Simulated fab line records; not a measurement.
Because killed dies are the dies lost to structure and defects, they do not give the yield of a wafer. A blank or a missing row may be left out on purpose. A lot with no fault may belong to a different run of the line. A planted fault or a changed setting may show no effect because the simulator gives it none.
Which tool is to blame? + flow n5_finfet + 19 lots with 57 wafers sampled at 6 steps, on a route of 1938 steps

WHAT EACH GAUGE READ, for each wafer
N5_BEOL_M7_CD_MEAS_28: target cd 40 nm. Usual: cd_nm at 39.95 nm, with a standard deviation of 0.25.
| lot  | measured     | on        | cd_nm (nm)        | flag |
|------|--------------|-----------|-------------------|------|
| L074 | day 9 01:35  | cd_sem-03 | 40.26 40.08 40.01 |      |
| L075 | day 9 05:56  | cd_sem-01 | 40.03 39.78 39.79 |      |
| L076 | day 9 11:50  | cd_sem-03 | 39.49 39.61 39.97 |      |
| L079 | day 10 04:22 | cd_sem-02 | 39.88 39.70 39.77 |      |
| L081 | day 10 18:29 | cd_sem-03 | 40.16 40.02 40.01 |      |
| L082 | day 10 18:19 | cd_sem-01 | 40.34 40.24 40.17 |      |
| L085 | day 11 01:54 | cd_sem-01 | 39.91 39.83 39.65 |      |
| L084 | day 11 03:59 | cd_sem-02 | 39.93 39.85 39.92 |      |
| L086 | day 12 09:44 | cd_sem-02 | 40.58 39.93 40.18 |      |
| L087 | day 12 14:52 | cd_sem-01 | 39.89 39.23 39.83 |      |
| L089 | day 12 14:49 | cd_sem-03 | 39.49 39.64 39.86 |      |
| L088 | day 13 02:25 | cd_sem-02 | 39.61 40.06 39.55 |      |
| L091 | day 13 06:19 | cd_sem-03 | 39.47 40.05 39.78 |      |
| L090 | day 13 23:42 | cd_sem-01 | 40.05 40.13 39.46 |      |
| L093 | day 15 04:41 | cd_sem-02 | 39.71 39.32 39.50 |      |
| L096 | day 15 05:11 | cd_sem-02 | 40.12 40.10 39.34 |      |
| L094 | day 15 08:07 | cd_sem-02 | 39.62 40.40 39.94 |      |
| L097 | day 16 02:44 | cd_sem-01 | 40.15 39.91 40.04 |      |
| L095 | day 16 18:59 | cd_sem-03 | 40.00 39.66 40.34 |      |

WHAT TOOL EACH LOT RAN ON (gives the tool, then ch and the chambers of the sampled wafers, and finally the start)
| lot  | N5_BEOL_M6_ETCH_72                 | N5_BEOL_M6_ETCH_65                 | N5_BEOL_M6_TRENCH_ETCH_37                     | N5_BEOL_M7_PECVD_70             | N5_BEOL_M7_STRIP_19                |
|------|------------------------------------|------------------------------------|-----------------------------------------------|---------------------------------|------------------------------------|
| L074 | rie_diel-05 ch 0,1,3, day 8 17:00  | rie_diel-05 ch 0,1,3, day 8 17:01  | rie_diel-05 ch 0,1,3, day 8 22:19 or earlier  | pecvd-02 ch 0,1,2, day 8 22:19  | rie_diel-06 ch 0,1,3, day 8 23:48  |
| L075 | rie_diel-03 ch 1,2, day 8 22:35    | rie_diel-03 ch 1,2, day 8 22:37    | rie_diel-03 ch 1,2, day 9 03:31 or earlier    | pecvd-03 ch 0,1,2, day 9 03:31  | rie_diel-04 ch 0,1,2, day 9 05:34  |
| L076 | rie_diel-01 ch 1,2, day 9 03:41    | rie_diel-01 ch 1,2, day 9 03:42    | rie_diel-01 ch 1,2, day 9 07:07 or earlier    | pecvd-04 ch 0,1, day 9 07:07    | rie_diel-04 ch 0,3, day 9 09:58    |
| L079 | rie_diel-05 ch 0,1,2, day 9 20:29  | rie_diel-05 ch 0,1,2, day 9 20:31  | rie_diel-05 ch 0,1,2, day 10 00:45 or earlier | pecvd-03 ch 0,1, day 10 00:45   | rie_diel-06 ch 1,2, day 10 01:59   |
| L081 | rie_diel-05 ch 2,3, day 10 09:53   | rie_diel-05 ch 2,3, day 10 09:54   | rie_diel-05 ch 2,3, day 10 14:28 or earlier   | pecvd-02 ch 0,1, day 10 14:28   | rie_diel-04 ch 1,2, day 10 16:22   |
| L082 | rie_diel-03 ch 0,1, day 10 10:07   | rie_diel-03 ch 0,1, day 10 10:07   | rie_diel-03 ch 0,1, day 10 14:53 or earlier   | pecvd-04 ch 0,1,2, day 10 14:53 | rie_diel-04 ch 1,3, day 10 16:30   |
| L085 | rie_diel-01 ch 1,2,3, day 10 19:11 | rie_diel-01 ch 1,2,3, day 10 19:12 | rie_diel-01 ch 1,2,3, day 10 23:11 or earlier | pecvd-04 ch 0,2, day 10 23:11   | rie_diel-06 ch 0,1, day 11 00:58   |
| L084 | rie_diel-05 ch 2,3, day 10 21:14   | rie_diel-05 ch 2,3, day 10 21:16   | rie_diel-05 ch 2,3, day 11 01:09 or earlier   | pecvd-03 ch 0,1,2, day 11 01:09 | rie_diel-04 ch 0,1,3, day 11 03:36 |
| L086 | rie_diel-01 ch 0,1, day 12 00:19   | rie_diel-01 ch 0,1, day 12 00:20   | rie_diel-01 ch 0,1, day 12 06:11 or earlier   | pecvd-03 ch 0,2, day 12 06:11   | rie_diel-04 ch 2,3, day 12 09:01   |
| L087 | rie_diel-01 ch 2,3, day 12 05:01   | rie_diel-01 ch 2,3, day 12 05:01   | rie_diel-01 ch 2,3, day 12 09:38 or earlier   | pecvd-04 ch 0,1,2, day 12 09:38 | rie_diel-06 ch 0,1,3, day 12 11:20 |
| L089 | rie_diel-05 ch 0,2,3, day 12 05:01 | rie_diel-05 ch 0,2,3, day 12 05:02 | rie_diel-05 ch 0,2,3, day 12 10:01 or earlier | pecvd-03 ch 0,1,2, day 12 10:01 | rie_diel-06 ch 0,2,3, day 12 11:46 |
| L088 | rie_diel-03 ch 0,1,3, day 12 17:23 | rie_diel-03 ch 0,1,3, day 12 17:25 | rie_diel-03 ch 0,1,3, day 12 22:16 or earlier | pecvd-03 ch 0,1,2, day 12 22:16 | rie_diel-06 ch 0,2,3, day 13 01:07 |
| L091 | rie_diel-01 ch 0,2,3, day 12 20:45 | rie_diel-01 ch 0,2,3, day 12 20:46 | rie_diel-01 ch 0,2,3, day 13 01:36 or earlier | pecvd-03 ch 1,2, day 13 01:36   | rie_diel-04 ch 1,2,3, day 13 02:56 |
| L090 | rie_diel-05 ch 0,1, day 13 17:46   | rie_diel-05 ch 0,1, day 13 17:47   | rie_diel-05 ch 0,1, day 13 21:26 or earlier   | pecvd-04 ch 1,2, day 13 21:26   | rie_diel-02 ch 1,2, day 13 23:18   |
| L093 | rie_diel-01 ch 1,2, day 14 22:33   | rie_diel-01 ch 1,2, day 14 22:34   | rie_diel-01 ch 1,2, day 15 02:08 or earlier   | pecvd-02 ch 0,2, day 15 02:08   | rie_diel-06 ch 1,2,3, day 15 04:11 |
| L096 | rie_diel-05 ch 0,1,3, day 14 23:05 | rie_diel-05 ch 0,1,3, day 14 23:07 | rie_diel-05 ch 0,1,3, day 15 02:58 or earlier | pecvd-04 ch 1,2, day 15 02:58   | rie_diel-02 ch 0,3, day 15 04:39   |
| L094 | rie_diel-03 ch 0,3, day 14 23:07   | rie_diel-03 ch 0,3, day 14 23:07   | rie_diel-03 ch 0,3, day 15 04:47 or earlier   | pecvd-04 ch 1,2, day 15 04:47   | rie_diel-06 ch 0,1,2, day 15 06:10 |
| L097 | rie_diel-01 ch 0,1,3, day 15 14:53 | rie_diel-01 ch 0,1,3, day 15 14:55 | rie_diel-01 ch 0,1,3, day 15 22:02 or earlier | pecvd-03 ch 0,2, day 15 22:02   | rie_diel-02 ch 2,3, day 16 00:25   |
| L095 | rie_diel-05 ch 0,1, day 16 03:02   | rie_diel-05 ch 0,1, day 16 03:04   | rie_diel-05 ch 0,1, day 16 08:09 or earlier   | pecvd-03 ch 0,1,2, day 16 08:09 | rie_diel-04 ch 1,2, day 16 12:28   |
- N5_BEOL_M6_ETCH_72: etches underlayer in N2/H2, target depth 6.5 nm, time 5.2 s.
- N5_BEOL_M6_ETCH_65: etches SiARC in CF4, target depth 15.6 nm, time 26 s.
- N5_BEOL_M6_TRENCH_ETCH_37: etches SiCOH lowk in C4F6/O2, target depth 94.435 nm, time 31.5 s.
- N5_BEOL_M7_PECVD_70: deposits SiO2 from TEOS/O2, target thk 20 nm, time 22.7 s.
- N5_BEOL_M7_STRIP_19: strips in O2.

WHAT THE TOOLS THEMSELVES READ (means of the sampled wafers that have a number; where no wafer has one, the mark that the record gives instead)
N5_BEOL_M6_ETCH_72. Usual: bias_w 149.9 W, standard deviation 0.49; drypump_motor_current_A 5.8 A, standard deviation 0.39; etch_rf_on_time_s 5.23 s, standard deviation 0.12; oes_product_au 0.67 a.u., standard deviation 0.084; rf_fwd_power_W 819.4 W, standard deviation 2.3; rf_vpp_V 524.4 V, standard deviation 2.9; showerhead_plenum_p_Torr 2.57 Torr, standard deviation 0.1; throttle_valve_pct 17.83 %, standard deviation 0.23.
| lot  | tool        | bias_w (W) | drypump_motor_current_A (A) | etch_rf_on_time_s (s) | oes_product_au (a.u.) | rf_fwd_power_W (W) | rf_vpp_V (V) | showerhead_plenum_p_Torr (Torr) | throttle_valve_pct (%) | flag |
|------|-------------|------------|-----------------------------|-----------------------|-----------------------|--------------------|--------------|---------------------------------|------------------------|------|
| L074 | rie_diel-05 | 149.9      | 5.9                         | 5.28                  | 0.59                  | 822.4              | 521.0        | 2.43                            | 17.86                  |      |
| L075 | rie_diel-03 | 150.1      | 5.5                         | 5.18                  | 0.57                  | 818.6              | 522.3        | 2.49                            | 17.99                  |      |
| L076 | rie_diel-01 | 150.1      | 5.9                         | 5.08                  | 0.75                  | 818.7              | 524.8        | 2.59                            | 17.67                  |      |
| L079 | rie_diel-05 | 150.0      | 5.9                         | 5.28                  | 0.59                  | 821.1              | 522.0        | 2.50                            | 17.94                  |      |
| L081 | rie_diel-05 | 149.6      | 6.1                         | 5.22                  | 0.61                  | 819.0              | 524.6        | 2.55                            | 17.97                  |      |
| L082 | rie_diel-03 | 149.5      | 6.2                         | 5.28                  | 0.65                  | 819.3              | 524.8        | 2.58                            | 17.83                  |      |
| L085 | rie_diel-01 | 150.2      | 5.8                         | 5.21                  | 0.74                  | 819.0              | 525.2        | 2.62                            | 17.82                  |      |
| L084 | rie_diel-05 | 150.3      | 6.1                         | 5.20                  | 0.60                  | 817.4              | 524.0        | 2.55                            | 17.97                  |      |
| L086 | rie_diel-01 | 150.1      | 5.5                         | 5.25                  | 0.67                  | 820.2              | 525.1        | 2.63                            | 17.76                  |      |
| L087 | rie_diel-01 | 149.8      | 5.7                         | 5.23                  | 0.73                  | 818.2              | 527.0        | 2.66                            | 18.01                  |      |
| L089 | rie_diel-05 | 150.5      | 6.1                         | 5.16                  | 0.66                  | 819.9              | 525.6        | 2.57                            | 17.79                  |      |
| L088 | rie_diel-03 | 149.5      | 5.8                         | 5.31                  | 0.64                  | 819.9              | 523.9        | 2.50                            | 17.85                  |      |
| L091 | rie_diel-01 | 150.1      | 5.4                         | 5.33                  | 0.69                  | 819.8              | 526.3        | 2.64                            | 17.90                  |      |
| L090 | rie_diel-05 | 150.1      | 5.7                         | 5.08                  | 0.77                  | 821.6              | 524.8        | 2.55                            | 17.51                  |      |
| L093 | rie_diel-01 | 149.5      | 5.9                         | 5.14                  | 0.69                  | 820.2              | 524.3        | 2.57                            | 17.73                  |      |
| L096 | rie_diel-05 | 150.4      | 5.9                         | 5.05                  | 0.79                  | 817.6              | 526.8        | 2.62                            | 17.48                  |      |
| L094 | rie_diel-03 | 150.1      | 5.9                         | 5.30                  | 0.74                  | 820.7              | 523.0        | 2.54                            | 17.80                  |      |
| L097 | rie_diel-01 | 150.2      | 5.7                         | 5.24                  | 0.67                  | 818.4              | 526.0        | 2.63                            | 17.93                  |      |
| L095 | rie_diel-05 | 149.5      | 5.9                         | 5.17                  | 0.72                  | 815.9              | 524.8        | 2.62                            | 17.50                  |      |

N5_BEOL_M6_ETCH_65. Usual: bias_w 35.99 W, standard deviation 0.1; drypump_motor_current_A 5.8 A, standard deviation 0.39; etch_rf_on_time_s 26.3 s, standard deviation 0.63; oes_product_au 0.67 a.u., standard deviation 0.084; rf_fwd_power_W 531.8 W, standard deviation 1.9; rf_vpp_V 184.4 V, standard deviation 1.3; showerhead_plenum_p_Torr 2.16 Torr, standard deviation 0.079; throttle_valve_pct 15.63 %, standard deviation 0.28.
| lot  | tool        | bias_w (W) | drypump_motor_current_A (A) | etch_rf_on_time_s (s) | oes_product_au (a.u.) | rf_fwd_power_W (W) | rf_vpp_V (V) | showerhead_plenum_p_Torr (Torr) | throttle_valve_pct (%) | flag |
|------|-------------|------------|-----------------------------|-----------------------|-----------------------|--------------------|--------------|---------------------------------|------------------------|------|
| L074 | rie_diel-05 | 35.98      | 5.9                         | 26.4                  | 0.60                  | 531.5              | 182.2        | 2.06                            | 15.71                  |      |
| L075 | rie_diel-03 | 35.98      | 5.5                         | 26.0                  | 0.57                  | 531.2              | 182.7        | 2.11                            | 15.84                  |      |
| L076 | rie_diel-01 | 35.87      | 5.9                         | 25.9                  | 0.75                  | 531.0              | 184.5        | 2.17                            | 15.33                  |      |
| L079 | rie_diel-05 | 36.00      | 5.9                         | 26.7                  | 0.59                  | 530.2              | 183.0        | 2.12                            | 15.77                  |      |
| L081 | rie_diel-05 | 35.86      | 6.1                         | 26.5                  | 0.61                  | 532.5              | 183.6        | 2.15                            | 15.78                  |      |
| L082 | rie_diel-03 | 36.05      | 6.2                         | 26.5                  | 0.66                  | 531.9              | 184.6        | 2.18                            | 15.63                  |      |
| L085 | rie_diel-01 | 35.95      | 5.8                         | 26.2                  | 0.73                  | 533.1              | 184.8        | 2.21                            | 15.55                  |      |
| L084 | rie_diel-05 | 35.95      | 6.1                         | 26.1                  | 0.61                  | 532.5              | 183.7        | 2.14                            | 15.79                  |      |
| L086 | rie_diel-01 | 36.06      | 5.5                         | 26.2                  | 0.67                  | 531.9              | 185.8        | 2.21                            | 15.55                  |      |
| L087 | rie_diel-01 | 36.08      | 5.6                         | 26.7                  | 0.72                  | 533.9              | 184.2        | 2.24                            | 15.76                  |      |
| L089 | rie_diel-05 | 35.96      | 6.1                         | 26.0                  | 0.66                  | 530.7              | 185.1        | 2.17                            | 15.59                  |      |
| L088 | rie_diel-03 | 36.01      | 5.8                         | 26.7                  | 0.64                  | 532.5              | 184.8        | 2.11                            | 15.69                  |      |
| L091 | rie_diel-01 | 36.06      | 5.5                         | 26.1                  | 0.69                  | 532.5              | 185.7        | 2.22                            | 15.68                  |      |
| L090 | rie_diel-05 | 36.07      | 5.7                         | 25.6                  | 0.76                  | 532.5              | 184.8        | 2.16                            | 15.34                  |      |
| L093 | rie_diel-01 | 36.06      | 5.9                         | 25.9                  | 0.69                  | 534.7              | 184.2        | 2.15                            | 15.41                  |      |
| L096 | rie_diel-05 | 36.02      | 5.9                         | 25.3                  | 0.78                  | 530.9              | 185.0        | 2.21                            | 15.31                  |      |
| L094 | rie_diel-03 | 35.94      | 5.8                         | 26.2                  | 0.75                  | 529.4              | 184.1        | 2.14                            | 15.66                  |      |
| L097 | rie_diel-01 | 35.99      | 5.6                         | 26.2                  | 0.67                  | 531.2              | 184.7        | 2.21                            | 15.69                  |      |
| L095 | rie_diel-05 | 35.90      | 5.9                         | 25.5                  | 0.74                  | 530.8              | 184.3        | 2.21                            | 15.30                  |      |

N5_BEOL_M6_TRENCH_ETCH_37. Usual: value, then standard deviation, for each; bias_w 185.0 W / 0.54; drypump_motor_current_A 5.8 A / 0.39; oes_product_au 0.79 a.u. / 0.097; rf_fwd_power_W 340.0 W / 1.5; rf_vpp_V 666 V / 14; showerhead_plenum_p_Torr 2.87 Torr / 0.11; throttle_valve_pct 20.92 % / 0.26.
| lot  | tool        | bias_w (W) | drypump_motor_current_A (A) | oes_product_au (a.u.) | rf_fwd_power_W (W) | rf_vpp_V (V) | showerhead_plenum_p_Torr (Torr) | throttle_valve_pct (%) | flag |
|------|-------------|------------|-----------------------------|-----------------------|--------------------|--------------|---------------------------------|------------------------|------|
| L074 | rie_diel-05 | 184.7      | 5.9                         | 0.70                  | 339.7              | 645          | 2.73                            | 20.90                  |      |
| L075 | rie_diel-03 | 184.8      | 5.5                         | 0.68                  | 339.4              | 661          | 2.81                            | 21.16                  |      |
| L076 | rie_diel-01 | 185.8      | 5.9                         | 0.88                  | 340.6              | 683          | 2.90                            | 20.73                  |      |
| L079 | rie_diel-05 | 184.9      | 5.9                         | 0.69                  | 338.5              | 659          | 2.81                            | 21.02                  |      |
| L081 | rie_diel-05 | 185.5      | 6.1                         | 0.72                  | 338.8              | 667          | 2.86                            | 21.04                  |      |
| L082 | rie_diel-03 | 184.8      | 6.2                         | 0.77                  | 340.7              | 669          | 2.88                            | 20.87                  |      |
| L085 | rie_diel-01 | 184.7      | 5.8                         | 0.87                  | 340.6              | 673          | 2.93                            | 20.91                  |      |
| L084 | rie_diel-05 | 184.9      | 6.1                         | 0.71                  | 339.6              | 667          | 2.85                            | 21.04                  |      |
| L086 | rie_diel-01 | 185.2      | 5.5                         | 0.79                  | 338.8              | 677          | 2.94                            | 20.85                  |      |
| L087 | rie_diel-01 | 184.4      | 5.6                         | 0.85                  | 341.9              | 663          | 2.97                            | 21.11                  |      |
| L089 | rie_diel-05 | 184.8      | 6.1                         | 0.78                  | 339.1              | 659          | 2.88                            | 20.85                  |      |
| L088 | rie_diel-03 | 184.9      | 5.8                         | 0.75                  | 340.5              | 665          | 2.80                            | 20.92                  |      |
| L091 | rie_diel-01 | 185.3      | 5.4                         | 0.81                  | 341.1              | 671          | 2.95                            | 20.97                  |      |
| L090 | rie_diel-05 | 185.1      | 5.7                         | 0.90                  | 339.6              | 651          | 2.86                            | 20.65                  |      |
| L093 | rie_diel-01 | 185.4      | 5.9                         | 0.82                  | 339.5              | 683          | 2.87                            | 20.79                  |      |
| L096 | rie_diel-05 | 185.4      | 5.9                         | 0.92                  | 340.3              | 653          | 2.93                            | 20.60                  |      |
| L094 | rie_diel-03 | 184.5      | 5.8                         | 0.87                  | 340.1              | 670          | 2.83                            | 20.93                  |      |
| L097 | rie_diel-01 | 185.4      | 5.6                         | 0.80                  | 339.4              | 671          | 2.94                            | 21.03                  |      |
| L095 | rie_diel-05 | 184.9      | 5.9                         | 0.86                  | 340.1              | 653          | 2.93                            | 20.63                  |      |

N5_BEOL_M7_PECVD_70. Usual: heater_power_w 710 W, standard deviation 110; rf_fwd_power_W 445.3 W, standard deviation 1.8; showerhead_plenum_p_Torr 8.81 Torr, standard deviation 0.085; showerhead_vpp_V 1312 V, standard deviation 49; throttle_valve_pct 22.9 %, standard deviation 1.8.
| lot  | tool     | heater_power_w (W) | rf_fwd_power_W (W) | showerhead_plenum_p_Torr (Torr) | showerhead_vpp_V (V) | throttle_valve_pct (%) | flag |
|------|----------|--------------------|--------------------|---------------------------------|----------------------|------------------------|------|
| L074 | pecvd-02 | 756                | 444.0              | 8.79                            | 1290                 | 22.2                   |      |
| L075 | pecvd-03 | 678                | 446.3              | 8.87                            | 1289                 | 22.6                   |      |
| L076 | pecvd-04 | 721                | 443.9              | 8.73                            | 1349                 | 24.2                   |      |
| L079 | pecvd-03 | 720                | 443.6              | 8.92                            | 1240                 | 24.0                   |      |
| L081 | pecvd-02 | 789                | 443.9              | 8.77                            | 1331                 | 22.7                   |      |
| L082 | pecvd-04 | 714                | 445.7              | 8.76                            | 1333                 | 23.5                   |      |
| L085 | pecvd-04 | 832                | 446.1              | 8.76                            | 1354                 | 24.1                   |      |
| L084 | pecvd-03 | 676                | 446.6              | 8.88                            | 1299                 | 22.5                   |      |
| L086 | pecvd-03 | 716                | 448.1              | 8.89                            | 1313                 | 22.9                   |      |
| L087 | pecvd-04 | 724                | 444.7              | 8.77                            | 1347                 | 23.6                   |      |
| L089 | pecvd-03 | 708                | 444.2              | 8.87                            | 1291                 | 22.6                   |      |
| L088 | pecvd-03 | 697                | 444.6              | 8.88                            | 1280                 | 22.5                   |      |
| L091 | pecvd-03 | 585                | 444.5              | 8.82                            | 1299                 | 21.2                   |      |
| L090 | pecvd-04 | 633                | 448.1              | 8.76                            | 1331                 | 23.2                   |      |
| L093 | pecvd-02 | 715                | 445.6              | 8.75                            | 1281                 | 21.2                   |      |
| L096 | pecvd-04 | 623                | 445.5              | 8.76                            | 1324                 | 23.3                   |      |
| L094 | pecvd-04 | 713                | 445.7              | 8.81                            | 1329                 | 22.6                   |      |
| L097 | pecvd-03 | 704                | 446.2              | 8.89                            | 1315                 | 22.8                   |      |
| L095 | pecvd-03 | 660                | 445.3              | 8.88                            | 1285                 | 22.5                   |      |

N5_BEOL_M7_STRIP_19. Usual: drypump_motor_current_A 5.5 A, standard deviation 0.49; oes_product_au 0.78 a.u., standard deviation 0.073; rf_vpp_V 3.6 V, standard deviation 0.55; showerhead_plenum_p_Torr 2.11 Torr, standard deviation 0.054; throttle_valve_pct 16.72 %, standard deviation 0.23.
| lot  | tool        | drypump_motor_current_A (A) | oes_product_au (a.u.) | rf_vpp_V (V) | showerhead_plenum_p_Torr (Torr) | throttle_valve_pct (%) | flag |
|------|-------------|-----------------------------|-----------------------|--------------|---------------------------------|------------------------|------|
| L074 | rie_diel-06 | 5.5                         | 0.80                  | 3.2          | 2.10                            | 16.59                  |      |
| L075 | rie_diel-04 | 5.4                         | 0.80                  | 3.5          | 2.11                            | 16.69                  |      |
| L076 | rie_diel-04 | 5.2                         | 0.82                  | 3.6          | 2.13                            | 16.66                  |      |
| L079 | rie_diel-06 | 5.6                         | 0.74                  | 3.3          | 2.15                            | 16.95                  |      |
| L081 | rie_diel-04 | 5.8                         | 0.77                  | 3.8          | 2.14                            | 16.73                  |      |
| L082 | rie_diel-04 | 5.8                         | 0.76                  | 3.6          | 2.18                            | 16.71                  |      |
| L085 | rie_diel-06 | 5.1                         | 0.69                  | 3.5          | 2.10                            | 16.64                  |      |
| L084 | rie_diel-04 | 5.5                         | 0.78                  | 3.7          | 2.15                            | 16.69                  |      |
| L086 | rie_diel-04 | 5.1                         | 0.82                  | 3.0          | 2.07                            | 16.79                  |      |
| L087 | rie_diel-06 | 5.5                         | 0.85                  | 3.4          | 2.09                            | 16.49                  |      |
| L089 | rie_diel-06 | 5.7                         | 0.84                  | 3.4          | 2.07                            | 16.52                  |      |
| L088 | rie_diel-06 | 5.7                         | 0.85                  | 4.1          | 2.06                            | 16.54                  |      |
| L091 | rie_diel-04 | 5.5                         | 0.78                  | 3.7          | 2.12                            | 16.76                  |      |
| L090 | rie_diel-02 | 6.0                         | 0.79                  | 3.7          | 2.10                            | 16.65                  |      |
| L093 | rie_diel-06 | 5.8                         | 0.77                  | 4.1          | 2.10                            | 16.86                  |      |
| L096 | rie_diel-02 | 5.2                         | 0.69                  | 3.6          | 2.10                            | 16.88                  |      |
| L094 | rie_diel-06 | 5.4                         | 0.77                  | 3.7          | 2.10                            | 16.72                  |      |
| L097 | rie_diel-02 | 5.9                         | 0.81                  | 3.9          | 2.15                            | 16.66                  |      |
| L095 | rie_diel-04 | 5.4                         | 0.76                  | 3.1          | 2.07                            | 16.82                  |      |

THE ANSWER, worked out from the rows above alone
Rule: lot off if the mean of its wafers having a number is beyond 3 standard deviations from the usual mean. A lot without any number at a reading at which 4 lots or more have one is off too. All remaining lots with rows at the step are treated as sound. After the gauges, taken in route order, come the tools' own readings; for these a lot's mean is taken, as printed above. At the first step where some lot is off, the reading lying furthest off is the one used; lots without a number count as furthest.
None of the lots is off at any reading shown; this tells nothing.

WHAT HAD BEEN PUT IN BY THE SIMULATOR
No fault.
